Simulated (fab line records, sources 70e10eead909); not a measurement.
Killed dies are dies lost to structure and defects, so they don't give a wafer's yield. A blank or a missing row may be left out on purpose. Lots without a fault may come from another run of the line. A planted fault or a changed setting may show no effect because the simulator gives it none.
fab line records | flow nand_harc
record lots=13 wafers=37 last_day=27
route steps=1159 shown A_CONTACT@935 END@1159
lots that met no fault: from a run of the same line without faults
start_h: hours from the record's first day to the start of the lot's first wafer shown | wait_h: hours since the lot's step before | " the same as in the row above | L1.1+2: a row that stands for several wafers | - no value, or no start given | * or withheld: withheld | < > ~ a bound
route shown NAME@n: a module of which the file shows steps, and the number in the route of the first | usual: mean/standard deviation of fault-free wafers | same: alike in all rows | chamber/n: place in a boat | sites: the reading at each site | _std_site: their standard deviation | _edge_site: outer sites' mean less inner sites' | radius_mm: how far each site lies from the wafer's centre | mask NAME#n: copy n | behind: the tool/chamber that last shaped the wafer | hold: why the lot was held/for how many hours/how that ended | device: the transistor (n, p or np) that didn't switch | end of line: the same wafers' tests at the end of the route | a step without rows: its recipe alone | killed: dies lost to structure and defects at the first sort, not the wafer's yield | map: a wafer's dies, x killed, . not, _ none there
set.NAME: the setting as run; set.NAME@STEP: as run at that earlier step | model.NAME: the simulator's own value behind a step, which no gauge read
steps of the route over a sample of lots; a table a step, a row a wafer
services: from which hour (start_h, from the record's first day; less than 0 if before it) a tool's chamber was out of use, for how many hours, and why
## steps
# step NHARC_A_CONTACT_CD_MEAS_08
# recipe target_cd_nm=100 landing_energy_ev=500
# usual cd_nm=100.0/0.45
# columns lot.wafer tool chamber start_h wait_h cd_nm
L715.1 cd_sem-01 0 390.56 - 100.3
L715.5 " 0 " " 100.2
L715.6 " 0 " " 100.1
L718.1 cd_sem-01 0 432.31 - 100.7
L718.4 " 0 " " 100.8
L718.6 " 0 " " 101.1
L719.1 cd_sem-01 0 443.58 - 99.7
L719.4 " 0 " " 100.4
L719.5 " 0 " " 99.6
L723.2 cd_sem-03 0 494.31 - 100.1
L723.4 " 0 " " 100.7
L723.6 " 0 " " 100.2
L724.3 cd_sem-01 0 494.54 - 100.0
L724.5 " 0 " " 100.0
L724.6 " 0 " " 99.9
L721.2 cd_sem-01 0 511.03 - 100.6
L721.4 " 0 " " 100.0
L728.2 cd_sem-03 0 523.00 - 99.7
L728.4 " 0 " " 99.2
L731.1 cd_sem-02 0 525.41 - 100.2
L731.2 " 0 " " 100.8
L731.5 " 0 " " 100.0
L733.2 cd_sem-01 0 527.92 - 100.0
L733.5 " 0 " " 99.8
L733.6 " 0 " " 99.9
L735.1 cd_sem-03 0 552.33 - 100.2
L735.5 " 0 " " 100.3
L735.6 " 0 " " 99.6
L734.1 cd_sem-02 0 555.04 - 99.6
L734.2 " 0 " " 100.3
L734.5 " 0 " " 100.0
L737.2 cd_sem-01 0 557.47 - 99.8
L737.5 " 0 " " 99.3
L737.6 " 0 " " 100.0
L736.1 cd_sem-01 0 567.27 - 100.2
L736.2 " 0 " " 99.8
L736.6 " 0 " " 100.2
# step NHARC_A_CONTACT_ETCH_89
# recipe target_depth_a=2600 over_etch_frac=0.3 time_s=475.3 ion_energy_ev=200 n2_flow_sccm=150 h2_flow_sccm=150 ar_flow_sccm=0 rf_w=400 bias_w=150 chemistry=N2/H2
# usual chamber_pressure_mTorr=30.002/0.026 drypump_motor_current_A=5.7/0.37 oes_product_au=1.001/0.0071 rf_vpp_V=429.3/2.6 showerhead_plenum_p_Torr=2.00/0.091 throttle_valve_pct=14.170/0.0086
# columns lot.wafer tool chamber start_h wait_h chamber_pressure_mTorr drypump_motor_current_A oes_product_au rf_hours_counter_h rf_vpp_V showerhead_plenum_p_Torr throttle_valve_pct
L715.1 rie_diel-04 1 - - 29.977 5.9 0.995 16 428.9 2.02 14.184
L715.6 " 2 " " 29.979 5.6 1.000 - 430.6 2.01 14.146
L715.5 " 3 " " 30.064 5.0 1.000 - 431.0 2.05 14.168
L718.1 rie_diel-04 0 - - 30.030 5.6 1.008 22 425.7 1.90 14.164
L718.4 " 1 " " 30.022 5.8 1.005 22 429.8 2.02 14.161
L718.6 " 0 " " 30.050 5.6 0.990 - 427.4 1.90 14.168
L719.1 rie_diel-13 2 - - 30.019 5.7 1.011 56 426.7 1.90 14.173
L719.4 " 3 " " 30.034 6.5 1.005 55 433.6 2.20 14.160
L719.5 " 1 " " 29.947 5.4 1.007 - 428.0 1.97 14.158
L723.2 rie_diel-04 3 - - 30.017 5.0 1.002 4 432.5 2.04 14.179
L723.6 " 3 " " 30.000 4.9 1.002 - 430.9 2.04 14.153
L723.4 " 0 " " 29.973 5.5 0.999 - 424.5 1.90 14.174
L724.3 rie_diel-13 0 - - 30.019 5.4 0.999 9 429.9 2.06 14.168
L724.6 " 2 " " 30.012 5.7 1.003 - 426.0 1.89 14.183
L724.5 " 3 " " 29.969 6.5 0.999 - 435.0 2.19 14.171
L721.2 rie_diel-04 0 - - 30.018 5.6 0.995 9 426.9 1.90 14.174
L721.4 " 3 " " 30.036 4.9 0.998 9 430.2 2.04 14.158
L728.2 rie_diel-04 0 - - 29.988 5.6 1.004 12 427.7 1.90 14.187
L728.4 " 2 " " 29.983 5.6 1.002 11 429.1 2.00 14.168
L731.2 rie_diel-04 3 - - 29.966 5.0 1.003 12 431.5 2.04 14.179
L731.1 " 0 " " 29.996 5.5 0.991 14 426.2 1.90 14.158
L731.5 " 2 " " 30.044 5.6 0.995 - 428.6 2.00 14.183
L733.2 rie_diel-11 3 - - 29.969 5.7 1.010 50 429.8 1.96 14.177
L733.6 " 2 " " 30.028 5.8 1.015 - 427.9 1.97 14.180
L733.5 " 3 " " 30.003 5.8 1.006 - 428.1 1.96 14.164
L735.1 rie_diel-13 2 - - 29.956 5.7 1.007 39 426.8 1.88 14.168
L735.6 " 2 " " 29.975 5.7 1.008 - 426.7 1.88 14.175
L735.5 " 3 " " 30.011 6.6 1.000 - 434.7 2.18 14.179
L734.2 rie_diel-11 1 - - 30.049 5.7 0.999 0 430.2 2.04 14.174
L734.1 " 2 " " 30.019 5.8 0.990 0 427.8 1.97 14.180
L734.5 " 2 " " 29.971 5.8 0.998 - 427.4 1.97 14.164
L737.2 rie_diel-13 1 - - 30.013 5.4 1.002 42 428.0 1.96 14.165
L737.6 " 1 " " 29.989 5.3 1.000 - 428.6 1.95 14.182
L737.5 " 2 " " 30.042 5.7 1.003 - 426.0 1.88 14.175
L736.2 rie_diel-13 3 - - 30.016 6.5 0.999 45 433.3 2.18 14.173
L736.1 " 0 " " 30.018 5.4 1.000 39 430.1 2.05 14.178
L736.6 " 2 " " 30.008 5.7 0.993 - 425.8 1.88 14.173
# step NHARC_A_CONTACT_ETCH_31
# recipe target_depth_a=20000 over_etch_frac=0.3 time_s=520 ion_energy_ev=150 o2_flow_sccm=400 cos_flow_sccm=20 ar_flow_sccm=0 rf_w=500 bias_w=300 chemistry=O2/COS
# usual chamber_pressure_mTorr=20.000/0.018 drypump_motor_current_A=5.7/0.4 o2_flow_sccm=399.8/1.1 oes_product_au=1.001/0.0068 rf_vpp_V=313.5/2 showerhead_plenum_p_Torr=3.08/0.13 throttle_valve_pct=28.330/0.0089
# columns lot.wafer tool chamber start_h wait_h chamber_pressure_mTorr drypump_motor_current_A o2_flow_sccm oes_product_au rf_hours_counter_h rf_vpp_V showerhead_plenum_p_Torr throttle_valve_pct
L715.1 rie_diel-04 2 391.34 - 20.002 5.7 399.2 1.007 17 314.1 3.08 28.337
L715.6 " 2 " " 20.023 5.7 399.4 0.998 - 313.3 3.08 28.339
L715.5 " 3 " " 20.023 5.0 401.8 0.984 - 314.4 3.13 28.321
L718.4 rie_diel-04 3 433.12 - 20.000 4.9 399.6 0.988 23 314.1 3.13 28.325
L718.1 " 1 " " 19.983 5.9 401.2 0.988 22 315.7 3.09 28.344
L718.6 " 3 " " 20.028 4.9 399.4 0.993 - 314.2 3.13 28.346
L719.1 rie_diel-13 3 444.42 - 20.011 6.5 399.1 1.006 55 315.9 3.34 28.327
L719.4 " 1 " " 19.998 5.4 400.3 0.996 57 312.9 3.02 28.338
L719.5 " 2 " " 19.987 5.7 398.9 1.009 - 312.6 2.92 28.344
L723.2 rie_diel-04 0 495.29 - 19.995 5.5 399.5 1.002 5 311.9 2.93 28.334
L723.4 " 3 " " 19.959 5.0 398.1 0.994 - 314.7 3.12 28.326
L723.6 " 0 " " 20.013 5.6 398.7 0.998 - 312.2 2.93 28.330
L724.3 rie_diel-13 3 495.41 - 20.004 6.5 399.0 0.998 16 317.0 3.33 28.335
L724.5 " 2 " " 19.973 5.7 400.4 0.997 - 310.4 2.91 28.345
L724.6 " 3 " " 19.989 6.5 399.7 0.991 - 317.8 3.33 28.322
L721.2 rie_diel-04 1 511.89 - 19.991 5.9 398.4 0.846 6 313.0 3.09 28.329
L721.4 " 3 " " 20.000 5.0 399.6 1.004 9 313.5 3.12 28.329
L728.2 rie_diel-04 3 524.26 - 20.006 4.9 400.0 0.849 11 313.5 3.12 28.340
L728.4 " 1 " " 20.026 5.8 399.1 0.996 9 315.2 3.09 28.326
L731.1 rie_diel-04 1 526.33 - 20.008 5.9 399.7 0.836 10 314.0 3.09 28.342
L731.2 " 0 " " 20.012 5.6 402.0 0.853 14 313.5 2.92 28.320
L731.5 " 2 " " 19.980 5.6 400.1 1.011 - 314.0 3.07 28.324
L733.2 rie_diel-11 2 528.75 - 20.013 5.8 399.2 0.994 53 313.9 3.02 28.324
L733.6 " 1 " " 20.029 5.7 399.4 1.005 - 314.4 3.12 28.331
L733.5 " 2 " " 19.982 5.8 400.6 1.005 - 312.0 3.02 28.348
L735.1 rie_diel-13 1 553.66 - 19.976 5.3 400.2 1.006 38 311.0 3.00 28.320
L735.5 " 1 " " 20.015 5.4 401.4 1.008 - 313.4 3.00 28.318
L735.6 " 2 " " 19.992 5.7 398.6 0.997 - 310.8 2.90 28.347
L734.2 rie_diel-11 3 555.96 - 19.982 5.7 398.5 0.996 0 312.9 3.01 28.330
L734.1 " 0 " " 20.005 5.5 398.3 1.015 0 318.5 3.37 28.328
L734.5 " 1 " " 20.006 5.7 400.3 1.007 - 313.3 3.12 28.321
L737.2 rie_diel-13 3 559.11 - 20.024 6.6 398.8 1.006 41 315.5 3.32 28.332
L737.5 " 2 " " 19.966 5.7 398.7 1.003 - 310.8 2.90 28.329
L737.6 " 3 " " 19.999 6.6 398.3 1.005 - 317.3 3.32 28.327
L736.2 rie_diel-13 0 568.41 - 19.987 5.4 398.9 1.006 39 315.4 3.13 28.335
L736.1 " 2 " " 20.002 5.7 400.0 0.999 49 310.9 2.90 28.332
L736.6 " 3 " " 20.014 6.6 397.7 1.001 - 317.8 3.32 28.333
# step NHARC_A_CONTACT_CD_MEAS_15
# usual cd_nm=90.1/0.5
# columns lot.wafer tool chamber start_h wait_h cd_nm
L715.1 cd_sem-02 - 393.05 - 90.7
L715.5 " - " " 90.2
L715.6 " - " " 90.2
L718.1 cd_sem-02 - 434.84 - 90.0
L718.4 " - " " 90.4
L718.6 " - " " 90.0
L719.1 cd_sem-01 - 446.18 - 89.9
L719.4 " - " " 90.1
L719.5 " - " " 90.3
L724.3 cd_sem-03 - 497.10 - 88.6
L724.5 " - " " 89.7
L724.6 " - " " 89.7
L723.2 cd_sem-01 - 497.24 - 89.9
L723.4 " - " " 90.0
L723.6 " - " " 89.9
L721.2 cd_sem-02 - 513.74 - 90.6
L721.4 " - " " 90.9
L728.2 cd_sem-01 - 525.97 - 89.5
L728.4 " - " " 89.6
L731.1 cd_sem-03 - 528.04 - 90.5
L731.2 " - " " 90.6
L731.5 " - " " 90.6
L733.2 cd_sem-02 - 530.42 - 90.3
L733.5 " - " " 89.8
L733.6 " - " " 90.3
L735.1 cd_sem-03 - 555.94 - 89.8
L735.5 " - " " 90.4
L735.6 " - " " 89.5
L734.1 cd_sem-01 - 557.59 - 90.0
L734.2 " - " " 90.3
L734.5 " - " " 90.8
L737.2 cd_sem-01 - 561.81 - 89.5
L737.5 " - " " 89.6
L737.6 " - " " 89.5
L736.1 cd_sem-02 - 570.08 - 89.5
L736.2 " - " " 89.8
L736.6 " - " " 90.0
# step NHARC_END_SORT_01
# recipe temp_c=25
# usual killed_at_array=28/11 killed_at_other=0.9/1.2 killed_at_periphery=2.6/2.1 killed_dies=31/11 killed_open=3.1/1.7 killed_short=1.9/1.3
# same gross_dies=677
# columns lot.wafer tool chamber start_h wait_h killed_at_array killed_at_other killed_at_periphery killed_dies killed_open killed_short
L721.2 prober-02 0 573.14 2.8 591 0 2 593 2 3
L721.4 prober-02 0 574.75 3.4 10 0 4 14 1 2
L728.2 prober-01 0 602.28 2.8 603 1 2 606 3 4
L728.4 prober-01 0 603.90 3.4 33 5 4 42 5 4
L731.1 prober-01 0 609.33 2.5 565 0 2 567 4 4
L731.2 prober-01 0 610.13 2.8 527 1 8 536 4 1
L731.5 prober-01 0 612.52 3.7 39 1 7 47 3 5
# killed by level:class
L721.2 A_CONTACT:area_etch=576 A_CONTACT:chamber_film_flake=5 A_STAIRCASE:chamber_film_flake=3 A_SGD_CUT:geometric_particle:open=2 A_WL_FILL:geometric_particle:short=2 A_CHANNEL_HOLE_D1:chamber_film_flake=2 P_M1:geometric_particle:short=1 P_STI:chamber_film_flake=1
L721.4 A_CHANNEL_HOLE_D1:chamber_film_flake=4 A_CONTACT:chamber_film_flake=3 A_STAIRCASE:chamber_film_flake=2 P_STI:geometric_particle:open=1 P_CONTACT:geometric_particle:short=1 P_M1:geometric_particle:short=1 P_CONTACT:chamber_film_flake=1 A_WL_FILL:chamber_film_flake=1
L728.2 A_CONTACT:area_etch=568 A_CHANNEL_HOLE_D1:chamber_film_flake=18 A_M1:chamber_film_flake=6 A_CONTACT:chamber_film_flake=3 P_M1:chamber_film_flake=2 A_STAIRCASE:chamber_film_flake=2 A_ONON_D1:geometric_particle:open=1 A_CHANNEL_FILL_D1:geometric_particle:short=1
L728.4 A_CHANNEL_HOLE_D1:chamber_film_flake=18 A_M1:chamber_film_flake=6 A_WL_FILL:geometric_particle:short=3 THIN_TSV:chamber_film_flake=3 A_ONON_D1:geometric_particle:open=2 P_M1:chamber_film_flake=2 A_STAIRCASE:chamber_film_flake=2 P_STI:geometric_particle:open=1
L731.1 A_CONTACT:area_etch=534 A_CHANNEL_HOLE_D1:chamber_film_flake=20 A_ONON_D1:geometric_particle:short=3 P_STI:geometric_particle:open=1 A_SOURCE_PLATE:geometric_particle:open=1 A_CHANNEL_HOLE_D1:geometric_particle:short=1 A_SLIT:geometric_particle:open=1 A_CONTACT:geometric_particle:open=1
L731.2 A_CONTACT:area_etch=501 A_CHANNEL_HOLE_D1:chamber_film_flake=18 P_M2:chamber_film_flake=5 P_M1:chamber_film_flake=3 A_ONON_D1:geometric_particle:short=1 A_SOURCE_PLATE:geometric_particle:open=1 A_CHANNEL_FILL_D1:geometric_particle:open=1 A_SGD_CUT:geometric_particle:open=1
L731.5 A_CHANNEL_HOLE_D1:chamber_film_flake=24 P_M2:chamber_film_flake=5 A_ONON_D1:geometric_particle:short=3 A_M1:chamber_film_flake=3 A_CHANNEL_FILL_D1:geometric_particle:open=2 P_M1:chamber_film_flake=2 A_STAIRCASE:chamber_film_flake=2 A_SOURCE_PLATE:geometric_particle:short=1
## services
# columns tool chamber start_h hours kind
rie_diel-04 0 371.54 - clean
rie_diel-04 1 371.54 - clean
rie_diel-04 2 371.54 - clean
rie_diel-04 3 371.54 - clean
rie_diel-13 2 394.58 8.5 repair
rie_diel-04 0 396.04 - clean
rie_diel-04 1 396.04 - clean
rie_diel-04 2 396.04 - clean
rie_diel-04 3 396.04 - clean
rie_diel-04 - 403.24 0.5 repair
rie_diel-04 0 420.70 - clean
rie_diel-04 1 420.70 - clean
rie_diel-04 2 420.70 - clean
rie_diel-04 0 442.08 2.6 repair
rie_diel-04 3 443.11 8.3 repair
rie_diel-04 3 451.85 2.1 repair
rie_diel-13 - 453.20 9.0 pm
rie_diel-04 - 465.98 9.0 pm
rie_diel-13 0 466.52 6.0 repair
rie_diel-04 1 479.75 6.5 repair
rie_diel-04 1 494.32 8.7 repair
rie_diel-11 1 517.78 3.9 repair
rie_diel-11 0 535.52 6.0 repair
rie_diel-11 - 546.17 9.0 pm
## key
first_sign step=NHARC_A_CONTACT_ETCH_31 reading=oes_product_au direction=down sigmas=23 usual=1.001 struck=0.846
effect step=NHARC_END_SORT_01 reading=killed_at_array direction=up sigmas=51 usual=28 struck=572
more_kills_born_at NHARC_A_CONTACT_ETCH_31@rie_diel-04=2179
met_at NHARC_A_CONTACT_ETCH_31
struck_lots L721,L728,L731
struck_wafers L721.2,L728.2,L731.1,L731.2
later_rows_left_out L721.2,L728.2,L731.1,L731.2
tester_left_out L721,L728,L731
not_acting_at NHARC_A_CONTACT_CD_MEAS_08,NHARC_A_CONTACT_ETCH_89,NHARC_A_CONTACT_CD_MEAS_15
onset_between 495.29 511.89
fault kind=process_parameter_drift tool=rie_diel-04 chamber=- onset_h=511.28 steps=NHARC_A_CONTACT_ETCH_31 channel=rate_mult offset=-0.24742 shape=step end_h=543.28 scope=struck_wafers_only
# tester_left_out: of these lots the tester's yield and bins aren't shown, on N5 and GAA mostly nor the transistor test; their killed dies are dies lost to structure and defects alone, not to doping, threshold or leakage, so they don't give the yield
# later_rows_left_out: the simulator's readings of these wafers behind a module that went badly wrong aren't trusted and aren't shown, but for the sort
